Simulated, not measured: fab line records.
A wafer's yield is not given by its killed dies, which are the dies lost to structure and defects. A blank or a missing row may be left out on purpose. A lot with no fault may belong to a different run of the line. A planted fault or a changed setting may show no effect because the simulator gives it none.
fab line records	flow nand_harc
record: lots: 6	wafers: 18	last_day: 31
route steps=1302 shown A_BLC@1132 A_M0@1137
lots untouched by any fault: they come from a run of this same line in which no faults occurred
start_h: start of the lot's first displayed wafer, in hours after the record's first day	wait_h: hours since the lot's step before	" same as the row above	L1.1+2: a single row standing in for several wafers	- no value present, or no start provided	* or withheld: withheld	< > ~ a bound
route shown NAME@n: names a module that has steps shown in the file, with the first one's number in the route	usual: average and standard deviation across the fault-free wafers	same: alike in all rows	chamber/n: place in a boat	sites: readings site by site	_std_site: standard deviation across them	_edge_site: mean of outer sites minus mean of inner sites	radius_mm: how far each site lies from the wafer's centre	mask NAME#n: copy n	behind: the last tool/chamber to shape the wafer	hold: why the lot went on hold/how many hours it stayed there/how the hold came to an end	device: whichever transistor did not switch (one of n, p or np)	end of line: at the end of the route, the tests of the same wafers	where a step has no rows: the recipe by itself	killed: dies lost to structure and defects at the first sort, not the wafer's yield	map: shows each die of a wafer: x if killed, . if not, _ if none is there
set.NAME: the setting as run; set.NAME@STEP: as run at that earlier step	model.NAME: the simulator's own value behind a step, which no gauge read
lots at some steps of the route; a table a step, a row a wafer
services: when a tool's chamber went out of use (start_h, in hours from the record's first day, below 0 if earlier), for how many hours, and the reason
== steps ==
step: NHARC_A_BLC_CVD_24
recipe: target_thk_a: 1500	temp_c: 300	pressure_torr: 40	wf6_flow_sccm: 40	h2_flow_sccm: 1600	ar_flow_sccm: 1560	time_s: 434	material: W
usual: heater_power_outer_w: 274/25	heater_power_w: 486/27	throttle_valve_pct: 8.03/0.3
lot.wafer	tool	chamber	start_h	wait_h	heater_power_outer_w	heater_power_w	throttle_valve_pct
L994.4	cvd_w-01	0	-	-	297	494	7.48
L994.3	"	1	"	"	280	488	8.45
L994.6	"	0	"	"	301	508	7.60
L995.3	cvd_w-02	1	-	-	247	441	7.84
L995.4	"	0	"	"	256	492	7.86
L995.5	"	1	"	"	254	448	8.09
L102.4	cvd_w-02	1	-	-	252	452	8.12
L102.3	"	0	"	"	262	485	7.96
L102.6	"	0	"	"	262	488	7.71
L109.1	cvd_w-02	0	-	-	249	466	7.77
L109.3	"	0	"	"	251	469	7.76
L109.4	"	1	"	"	245	457	7.95
L112.2	cvd_w-01	1	-	-	270	482	8.66
L112.3	"	1	"	"	276	490	8.42
L112.6	"	1	"	"	279	480	8.50
L113.3	cvd_w-01	0	-	-	307	528	7.50
L113.5	"	0	"	"	309	518	7.74
L113.6	"	1	"	"	276	495	8.56
step: NHARC_A_BLC_CMP_25
recipe: t_overpolish_s: 30	target_thk_nm: 150
usual: motor_current_A: 12.1/1.6	overpolish_run_s: 30.001/0.0093	time_to_endpoint_s: 31.2/2.6
lot.wafer	tool	chamber	start_h	wait_h	motor_current_A	overpolish_run_s	time_to_endpoint_s
L994.4	cmp-02	1	520.99	0.3	11.3	30.007	30.4
L994.3	"	0	"	"	12.2	30.009	27.2
L994.6	"	2	"	"	11.4	29.998	31.2
L995.4	cmp-02	3	521.79	0.2	14.2	29.992	30.8
L995.3	"	0	"	"	11.3	30.001	27.9
L995.5	"	0	"	"	12.6	29.984	29.5
L102.3	cmp-02	0	601.13	0.3	12.2	30.003	31.5
L102.4	"	1	"	"	12.7	29.991	33.1
L102.6	"	3	"	"	14.4	29.997	33.2
L109.3	cmp-03	2	663.15	0.3	9.3	29.985	26.8
L109.1	"	3	"	"	13.5	30.009	29.7
L109.4	"	0	"	"	15.5	30.002	28.0
L112.2	cmp-03	0	692.94	0.5	15.1	29.997	27.0
L112.3	"	1	"	"	12.0	30.011	29.5
L112.6	"	0	"	"	15.0	29.999	26.6
L113.3	cmp-04	1	697.57	0.4	12.4	29.990	36.1
L113.6	"	2	"	"	11.7	29.987	33.4
L113.5	"	3	"	"	12.6	30.006	36.0
step: NHARC_A_BLC_SRD_27
step: NHARC_A_BLC_INSPECT_28
usual: raw_defect_count: 548/140
lot.wafer	tool	chamber	start_h	wait_h	raw_defect_count
L994.3	defect_inspect-01	-	521.41	0.1	522
L994.4	"	-	"	"	419
L994.6	"	-	"	"	631
L995.3	defect_inspect-01	-	522.19	0.1	418
L995.4	"	-	"	"	520
L995.5	"	-	"	"	618
L102.3	defect_inspect-02	-	601.50	0.1	431
L102.4	"	-	"	"	497
L102.6	"	-	"	"	448
L109.1	defect_inspect-01	-	663.52	0.1	380
L109.3	"	-	"	"	426
L109.4	"	-	"	"	372
L112.2	defect_inspect-01	-	693.31	0.1	694
L112.3	"	-	"	"	522
L112.6	"	-	"	"	772
L113.3	defect_inspect-02	-	697.90	0.1	453
L113.5	"	-	"	"	310
L113.6	"	-	"	"	554
step: NHARC_A_M0_DEP_00
recipe: target_thk_a: 1500	target_thk_nm: 150	temp_c: withheld	pressure_torr: 5	flow_sccm: 200	rf_w: 600	material: SiOC
step: NHARC_A_M0_DEHYDRATE_01
recipe: temp_c: 150	time_s: 120
step: NHARC_A_M0_HMDS_02
recipe: time_s: 30
step: NHARC_A_M0_COAT_33
recipe: temp_c: 200	time_s: 65
step: NHARC_A_M0_COAT_03
recipe: spin_rpm: 1500	resist_thk_nm: 90
step: NHARC_A_M0_SOFTBAKE_04
recipe: temp_c: 105	time_s: 55
step: NHARC_A_M0_EBR_05
step: NHARC_A_M0_EXPOSE_06
recipe: na: 1.35	target_cd_nm: 80	dose_mj: 83.25	mask_id: A_M0
usual: exposure_dose_mJ_cm2: 83.7/0.69
lot.wafer	tool	chamber	start_h	wait_h	mask	exposure_dose_mJ_cm2
L994.3	arfi_scanner-02	0	522.18	-	A_M0#0	83.3
L994.4	"	0	"	"	A_M0#0	83.1
L994.6	"	0	"	"	A_M0#0	83.2
L995.3	arfi_scanner-01	0	522.95	-	A_M0#0	83.2
L995.4	"	0	"	"	A_M0#0	83.1
L995.5	"	0	"	"	A_M0#0	83.2
L102.3	arfi_scanner-01	0	602.27	-	A_M0#0	84.7
L102.4	"	0	"	"	A_M0#0	84.6
L102.6	"	0	"	"	A_M0#0	84.7
L109.1	arfi_scanner-01	0	664.28	-	A_M0#0	84.5
L109.3	"	0	"	"	A_M0#0	84.5
L109.4	"	0	"	"	A_M0#0	84.6
L112.2	arfi_scanner-02	0	693.95	-	A_M0#0	129.4
L112.3	"	0	"	"	A_M0#0	129.5
L112.6	"	0	"	"	A_M0#0	129.5
L113.3	arfi_scanner-02	0	698.54	-	A_M0#0	121.1
L113.5	"	0	"	"	A_M0#0	121.2
L113.6	"	0	"	"	A_M0#0	121.3
step: NHARC_A_M0_PEB_07
recipe: peb_temp_c: 100	peb_time_s: 65
step: NHARC_A_M0_DEVELOP_08
recipe: develop_time_s: 35	dev_temp_c: 23
step: NHARC_A_M0_CD_MEAS_09
recipe: target_cd_nm: 80	landing_energy_ev: 500
usual: cd_nm: 80.4/0.78
lot.wafer	tool	chamber	start_h	wait_h	cd_nm
L994.3	cd_sem-01	0	522.32	-	80.3
L994.4	"	0	"	"	78.9
L994.6	"	0	"	"	80.6
L995.3	cd_sem-01	0	523.09	-	80.9
L995.4	"	0	"	"	81.0
L995.5	"	0	"	"	81.0
L102.3	cd_sem-03	0	602.41	-	79.6
L102.4	"	0	"	"	80.2
L102.6	"	0	"	"	80.9
L109.1	cd_sem-02	0	664.42	-	80.4
L109.3	"	0	"	"	80.1
L109.4	"	0	"	"	80.2
L112.2	cd_sem-01	0	694.09	-	108.8
L112.3	"	0	"	"	109.8
L112.6	"	0	"	"	110.0
L113.3	cd_sem-03	0	698.68	-	103.7
L113.5	"	0	"	"	105.7
L113.6	"	0	"	"	104.1
step: NHARC_A_M0_OVL_MEAS_10
recipe: pitch_nm: 160
usual: overlay_x_nm: 0.0/0.51	overlay_y_nm: 0.0/0.76
lot.wafer	tool	chamber	start_h	wait_h	overlay_x_nm	overlay_y_nm
L994.3	overlay-02	-	522.40	-	-0.3	0.7
L994.4	"	-	"	"	0.3	0.8
L994.6	"	-	"	"	0.5	0.4
L995.3	overlay-02	-	523.17	-	0.5	0.6
L995.4	"	-	"	"	0.7	0.8
L995.5	"	-	"	"	0.1	0.7
L102.3	overlay-01	-	602.49	-	-0.1	0.2
L102.4	"	-	"	"	0.0	-0.9
L102.6	"	-	"	"	-0.1	0.2
L109.1	overlay-02	-	664.51	-	-0.2	-0.2
L109.3	"	-	"	"	0.0	0.7
L109.4	"	-	"	"	0.2	0.2
L112.2	overlay-01	-	694.18	-	-0.3	-1.5
L112.3	"	-	"	"	-0.2	-1.7
L112.6	"	-	"	"	0.4	-1.3
L113.3	overlay-01	-	698.76	-	0.4	-1.5
L113.5	"	-	"	"	0.4	-0.5
L113.6	"	-	"	"	-0.1	-1.0
step: NHARC_A_M0_INSPECT_11
usual: raw_defect_count: 88/48
lot.wafer	tool	chamber	start_h	wait_h	raw_defect_count
L994.3	defect_inspect-01	-	522.44	0.0	104
L994.4	"	-	"	"	97
L994.6	"	-	"	"	82
L995.3	defect_inspect-02	-	523.21	0.0	116
L995.4	"	-	"	"	117
L995.5	"	-	"	"	111
L102.3	defect_inspect-01	-	602.53	0.0	156
L102.4	"	-	"	"	166
L102.6	"	-	"	"	152
L109.1	defect_inspect-02	-	664.54	0.0	17
L109.3	"	-	"	"	27
L109.4	"	-	"	"	20
L112.2	defect_inspect-02	-	694.21	0.0	73
L112.3	"	-	"	"	73
L112.6	"	-	"	"	63
L113.3	defect_inspect-02	-	698.80	0.0	33
L113.5	"	-	"	"	32
L113.6	"	-	"	"	47
step: NHARC_A_M0_DESCUM_14
recipe: time_s: 3	o2_flow_sccm: 200	ar_flow_sccm: 0	bias_power_w: 0	chemistry: O2
usual: drypump_motor_current_A: 5.6/0.38	o2_flow_sccm: 200.1/0.66	oes_product_au: 0.999/0.014	rf_vpp_V: 57.8/0.82	showerhead_plenum_p_Torr: 1.94/0.069	throttle_valve_pct: 11.311/0.0088
lot.wafer	tool	chamber	start_h	wait_h	drypump_motor_current_A	o2_flow_sccm	oes_product_au	rf_hours_counter_h	rf_vpp_V	showerhead_plenum_p_Torr	throttle_valve_pct	model.A_M0.cd_nm
L994.3	rie_diel-05	2	522.52	0.1	5.2	200.2	1.002	5.2	58.1	2.04	11.307	80.47
L994.4	"	3	"	"	5.3	199.1	1.024	5.4	57.4	1.89	11.298	79.7
L994.6	"	1	"	"	5.3	199.8	1.000	-	58.1	2.03	11.307	80.37
L995.4	rie_diel-05	0	523.28	0.1	6.2	200.1	1.008	4.3	58.2	2.00	11.312	82.18
L995.3	"	2	"	"	5.2	199.7	0.993	5.2	59.1	2.04	11.318	81.16
L995.5	"	3	"	"	5.3	198.9	1.018	-	58.2	1.89	11.322	82.02
L102.3	rie_diel-05	1	602.60	0.1	5.3	200.5	0.986	0.5	57.4	2.03	11.314	78.91
L102.4	"	3	"	"	5.3	198.9	1.003	0.4	57.7	1.89	11.296	81.28
L102.6	"	1	"	"	5.3	200.5	0.981	-	58.0	2.03	11.308	80.64
L109.4	rie_diel-04	2	664.61	0.1	5.2	198.2	1.004	6.2	57.9	1.94	11.314	80.09
L109.1	"	3	"	"	6.2	200.1	1.021	7.0	58.2	1.88	11.322	81.23
L109.3	"	1	"	"	6.0	200.1	1.028	5.9	58.2	1.89	11.325	81.39
L112.2	rie_diel-05	2	694.28	0.1	5.2	199.8	1.006	4.6	57.6	2.03	11.314	108.8
L112.3	"	3	"	"	5.3	201.2	1.004	4.6	58.2	1.89	11.312	110.7
L112.6	"	1	"	"	5.3	200.8	0.997	-	57.5	2.03	11.309	109.6
L113.3	rie_diel-04	1	698.87	0.1	6.0	200.2	1.029	7.6	58.3	1.88	11.304	104.5
L113.5	"	0	"	"	5.7	200.6	0.989	-	58.4	1.82	11.303	105.5
L113.6	"	1	"	"	6.0	200.0	1.019	-	58.0	1.89	11.301	104.8
step: NHARC_A_M0_ETCH_34
recipe: target_depth_a: 400	overetch_a: 120	time_s: 43.94	ion_energy_ev: 200	n2_flow_sccm: 150	h2_flow_sccm: 150	ar_flow_sccm: 0	rf_w: 400	bias_w: 150	chemistry: N2/H2
usual: drypump_motor_current_A: 5.6/0.39	h2_flow_sccm: 150.0/0.42	oes_product_au: 1.000/0.015	rf_vpp_V: 431.3/2.1	showerhead_plenum_p_Torr: 2.06/0.075	throttle_valve_pct: 14.172/0.0097
lot.wafer	tool	chamber	start_h	wait_h	drypump_motor_current_A	h2_flow_sccm	oes_product_au	rf_hours_counter_h	rf_vpp_V	showerhead_plenum_p_Torr	throttle_valve_pct
L994.4	rie_diel-05	0	522.59	0.1	6.2	150.3	0.989	4.3	433.0	2.14	14.173
L994.3	"	1	"	"	5.3	150.7	1.001	4.6	435.2	2.17	14.168
L994.6	"	3	"	"	5.3	150.4	1.015	-	429.6	2.02	14.179
L995.4	rie_diel-05	3	523.35	0.1	5.3	149.8	1.017	5.5	430.6	2.02	14.180
L995.3	"	0	"	"	6.2	150.2	1.000	4.3	432.6	2.14	14.184
L995.5	"	0	"	"	6.2	149.6	1.002	-	433.7	2.14	14.164
L102.3	rie_diel-05	0	602.69	0.1	6.1	149.6	0.985	0.4	433.5	2.14	14.173
L102.4	"	1	"	"	5.3	149.9	0.987	0.5	434.7	2.17	14.181
L102.6	"	2	"	"	5.2	150.1	0.999	-	433.4	2.17	14.186
L109.3	rie_diel-04	0	664.69	0.1	5.7	150.2	0.976	6.8	428.6	1.94	14.159
L109.1	"	1	"	"	5.9	150.4	1.015	5.9	429.3	2.01	14.171
L109.4	"	3	"	"	6.2	149.8	1.031	7.1	429.2	2.00	14.174
L112.2	rie_diel-05	0	694.37	0.1	6.3	149.8	0.991	4.6	435.4	2.14	14.179
L112.3	"	2	"	"	5.2	150.4	1.015	4.6	432.3	2.17	14.161
L112.6	"	0	"	"	6.2	149.8	1.000	-	433.5	2.14	14.172
L113.3	rie_diel-04	3	698.96	0.1	6.2	149.7	1.033	9.1	428.5	2.00	14.178
L113.6	"	1	"	"	6.0	150.3	1.008	-	429.7	2.01	14.161
L113.5	"	2	"	"	5.2	150.2	1.002	-	432.5	2.06	14.188
step: NHARC_A_M0_ETCH_15
recipe: target_depth_a: 1500	overetch_a: 150	time_s: 82.5	c4f8_flow_sccm: withheld	ar_flow_sccm: 400	rf_w: 600	bias_w: 300	chemistry: C4F8/Ar
usual: oes_product_au: 0.942/0.023	rf_vpp_V: 441.4/2.1
lot.wafer	tool	chamber	start_h	wait_h	oes_product_au	rf_hours_counter_h	rf_vpp_V	model.A_M0.cd_nm
L994.3	rie_diel-05	1	-	-	0.925	4.6	443.5	80.61
L994.4	"	2	"	"	0.922	5.2	443.6	79.59
L994.6	"	3	"	"	0.946	-	440.7	79.7
L995.3	rie_diel-05	0	-	-	0.961	4.4	442.8	81.45
L995.4	"	2	"	"	0.988	5.2	445.8	81.73
L995.5	"	3	"	"	0.983	-	439.9	82.37
L102.4	rie_diel-05	0	-	-	0.942	0.5	441.7	81.52
L102.3	"	1	"	"	0.939	0.6	444.3	78.86
L102.6	"	1	"	"	0.946	-	444.5	80.97
L109.4	rie_diel-04	1	-	-	0.950	6.0	438.5	79.93
L109.3	"	2	"	"	0.925	6.2	440.4	81.79
L109.1	"	3	"	"	0.951	7.1	439.5	81.96
L112.2	rie_diel-05	3	-	-	0.941	4.7	439.3	108.3
L112.3	"	2	"	"	0.923	4.6	444.6	110.7
L112.6	"	0	"	"	0.918	-	442.2	109.3
L113.3	rie_diel-04	3	-	-	0.997	9.1	440.0	104.8
L113.5	"	1	"	"	0.985	-	439.7	105.3
L113.6	"	2	"	"	0.983	-	441.0	105.4
step: NHARC_A_M0_CD_MEAS_16
usual: cd_nm: 80.6/1.1
lot.wafer	tool	chamber	start_h	wait_h	cd_nm
L994.3	cd_sem-01	-	522.81	-	80.7
L994.4	"	-	"	"	79.6
L994.6	"	-	"	"	79.9
L995.3	cd_sem-01	-	523.57	-	81.8
L995.4	"	-	"	"	82.1
L995.5	"	-	"	"	82.2
L102.3	cd_sem-02	-	602.90	-	78.9
L102.4	"	-	"	"	81.7
L102.6	"	-	"	"	81.0
L109.1	cd_sem-02	-	664.90	-	82.1
L109.3	"	-	"	"	82.2
L109.4	"	-	"	"	80.1
L112.2	cd_sem-01	-	694.58	-	108.1
L112.3	"	-	"	"	110.5
L112.6	"	-	"	"	109.4
L113.3	cd_sem-01	-	699.17	-	104.8
L113.5	"	-	"	"	105.2
L113.6	"	-	"	"	105.4
== services ==
tool	chamber	start_h	hours	kind
rie_diel-05	0	503.77	4.8	repair
cmp-03	-	509.87	15.2	repair
cvd_w-01	1	512.52	1.7	repair
cmp-02	-	526.66	4.0	pm
rie_diel-04	-	531.93	9.0	pm
arfi_scanner-02	-	540.42	0.5	repair
cvd_w-01	-	547.00	13.0	pm
cmp-03	-	554.08	4.0	pm
arfi_scanner-02	-	561.29	2.6	repair
cmp-03	-	571.25	2.3	repair
rie_diel-04	2	581.62	3.1	repair
rie_diel-05	-	583.60	9.0	pm
arfi_scanner-01	-	596.03	4.0	pm
cvd_w-01	0	606.92	5.2	repair
cvd_w-01	0	617.69	3.2	repair
cmp-03	-	623.81	18.5	repair
cmp-02	-	624.67	4.0	pm
cvd_w-02	-	631.00	13.0	pm
arfi_scanner-02	-	650.13	2.0	repair
cmp-03	-	652.12	4.0	pm
cvd_w-01	-	652.55	0.2	repair
arfi_scanner-02	-	656.00	4.0	pm
cmp-02	-	674.31	4.2	repair
cvd_w-02	1	679.67	5.0	repair
== key ==
first_sign: step: NHARC_A_M0_EXPOSE_06	reading: exposure_dose_mJ_cm2	direction: up	sigmas: 60	usual: 83.7	struck: 125.3
effect: step: NHARC_A_M0_CD_MEAS_09	reading: cd_nm	direction: up	sigmas: 34	usual: 80.4	struck: 107.0	through: control_loop
effect: step: NHARC_A_M0_CD_MEAS_16	reading: cd_nm	direction: up	sigmas: 24	usual: 80.6	struck: 107.2	through: control_loop
model_effect: step: NHARC_A_M0_DESCUM_14	value: A_M0.cd_nm	without: 80.58	struck: 107.3
model_effect: step: NHARC_A_M0_ETCH_15	value: A_M0.cd_nm	without: 80.56	struck: 107.3
met_at NHARC_A_M0_EXPOSE_06
struck_wafers L112.2,L112.3,L112.6,L113.3,L113.5,L113.6
sort_left_out L112.2,L112.3,L112.6,L113.3,L113.5,L113.6
loop_trim: step: NHARC_A_M0_EXPOSE_06	setting: dose	lots: L113
onset_between 522.18 693.95
fault: kind: process_parameter_drift	tool: arfi_scanner-02	chamber: -	onset_h: 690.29	steps: NHARC_A_M0_EXPOSE_06	channel: dose_mj	offset: 46.286	shape: step	acts_in: these_recipes_only	stated: 83.25
sort_left_out: the simulated sort isn't trusted on such a fault, so these wafers' sort isn't shown, and their yield isn't known
loop_trim: a control loop set the setting to another value than it would have without faults
